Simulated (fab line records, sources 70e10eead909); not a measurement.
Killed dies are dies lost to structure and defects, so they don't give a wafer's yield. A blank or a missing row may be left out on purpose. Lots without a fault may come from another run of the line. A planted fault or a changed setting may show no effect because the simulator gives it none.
Which tool did it? | flow nand_harc | 10 lots, 30 wafers sampled, at 5 steps of a route of 1302

WHAT THE GAUGES READ, wafer by wafer
NHARC_A_CHANNEL_HOLE_D2_INSPECT_40.
lot  | measured     | on                | raw_defect_count
L666 | day 14 08:58 | defect_inspect-01 | 377 246 293
L667 | day 14 12:47 | defect_inspect-02 | 252 241 253
L668 | day 15 01:43 | defect_inspect-01 | 377 262 341
L670 | day 15 21:09 | defect_inspect-02 | 632 894 395
L679 | day 19 16:37 | defect_inspect-01 | 395 414 327
L678 | day 19 17:16 | defect_inspect-02 | 332 285 347
L681 | day 20 08:58 | defect_inspect-01 | 169 265 197
L682 | day 21 01:06 | defect_inspect-02 | 220 235 290
L683 | day 21 04:46 | defect_inspect-01 | 252 379 364
L686 | day 22 11:20 | defect_inspect-02 | 295 292 432

WHICH TOOL RAN EACH LOT (tool, then ch and the chambers of the sampled wafers, then the start)
lot  | NHARC_A_CHANNEL_HOLE_D2_ETCH_16               | NHARC_A_CHANNEL_HOLE_D2_ETCH_23  | NHARC_A_CHANNEL_HOLE_D2_ETCH_27  | NHARC_A_CHANNEL_HOLE_D2_ETCH_44
L666 | rie_diel-09 ch 1,3, day 14 04:32 or earlier   | har_etch-02 ch 0,1, day 14 04:32 | har_etch-02 ch 0,1, day 14 07:05 | rie_diel-05 ch 2,3, day 14 07:53
L667 | rie_diel-01 ch 0,1,2, day 14 08:40 or earlier | har_etch-01 ch 0,1, day 14 08:40 | har_etch-01 ch 0,1, day 14 11:05 | rie_diel-05 ch 1,2,3, day 14 11:48
L668 | rie_diel-09 ch 0,2, day 14 21:28 or earlier   | har_etch-02 ch 0,1, day 14 21:28 | har_etch-02 ch 0,1, day 14 23:59 | rie_diel-09 ch 0,2, day 15 00:44
L670 | rie_diel-01 ch 0,2,3, day 15 16:52 or earlier | har_etch-01 ch 0,1, day 15 16:52 | har_etch-01 ch 0,1, day 15 19:25 | rie_diel-09 ch 0,2,3, day 15 20:10
L679 | rie_diel-01 ch 2,3, day 19 12:28 or earlier   | har_etch-01 ch 0,1, day 19 12:28 | har_etch-01 ch 0,1, day 19 14:55 | rie_diel-01 ch 0,1,3, day 19 15:39
L678 | rie_diel-05 ch 0,1,2, day 19 12:45 or earlier | har_etch-02 ch 0,1, day 19 12:45 | har_etch-02 ch 0,1, day 19 15:35 | rie_diel-09 ch 1,2, day 19 16:18
L681 | rie_diel-05 ch 0,1,3, day 20 04:46 or earlier | har_etch-02 ch 0,1, day 20 04:46 | har_etch-02 ch 0,1, day 20 07:13 | rie_diel-09 ch 0,1,3, day 20 07:56
L682 | rie_diel-09 ch 0,1,3, day 20 20:51 or earlier | har_etch-02 ch 0,1, day 20 20:51 | har_etch-02 ch 0,1, day 20 23:23 | rie_diel-09 ch 0,1,3, day 21 00:07
L683 | rie_diel-01 ch 0,3, day 21 00:25 or earlier   | har_etch-01 ch 0,1, day 21 00:25 | har_etch-01 ch 0,1, day 21 02:58 | rie_diel-09 ch 0,2,3, day 21 03:43
L686 | rie_diel-05 ch 1,2, day 22 07:01 or earlier   | har_etch-02 ch 0,1, day 22 07:01 | har_etch-02 ch 0,1, day 22 09:34 | rie_diel-09 ch 0,1,3, day 22 10:21
- NHARC_A_CHANNEL_HOLE_D2_ETCH_16: etches the open film in O2/COS, target depth 3100 nm, time 806 s.
- NHARC_A_CHANNEL_HOLE_D2_ETCH_23: etches the open film in C4F8/O2/Ar, time 819 s, target depth 1600 nm.
- NHARC_A_CHANNEL_HOLE_D2_ETCH_27: etches the open film in C4F8/O2/Ar, time 90 s, target depth 400 nm.
- NHARC_A_CHANNEL_HOLE_D2_ETCH_44: etches the open film in CF4/O2, target depth 140 nm, overetch 14 nm, time 77 s.

THE ANSWER, worked out from the rows above alone
Rule: what is usual is taken from the lots themselves. Put in order of their means at a reading, lots are off if they are a third of the lots or fewer, leave a main group of 4 or more, and stand apart from it by a gap of 3 or more times the standard deviation of the main group's means; of several such gaps the widest counts. A main group whose means are all the same, to the digits that the tables above print for the reading, isn't used. A lot without any number at a reading at which 4 lots or more have one is off too. The other lots that the step has rows for count as sound.
Off: L670, at NHARC_A_CHANNEL_HOLE_D2_INSPECT_40 (raw_defect_count). The main group: mean 301, standard deviation 51.
A tool fits if, at a process step before that reading, it ran every lot that is off, and no sound lot after the first of them. The gauges at NHARC_A_CHANNEL_HOLE_D2_INSPECT_40 are tried like those tools. NHARC_A_CHANNEL_HOLE_D2_ETCH_16 gives no start for some lots, so the hours and the order of its lots are those of NHARC_A_CHANNEL_HOLE_D2_ETCH_23. None of those tried fits.

WHAT THE SIMULATOR HAD PUT IN
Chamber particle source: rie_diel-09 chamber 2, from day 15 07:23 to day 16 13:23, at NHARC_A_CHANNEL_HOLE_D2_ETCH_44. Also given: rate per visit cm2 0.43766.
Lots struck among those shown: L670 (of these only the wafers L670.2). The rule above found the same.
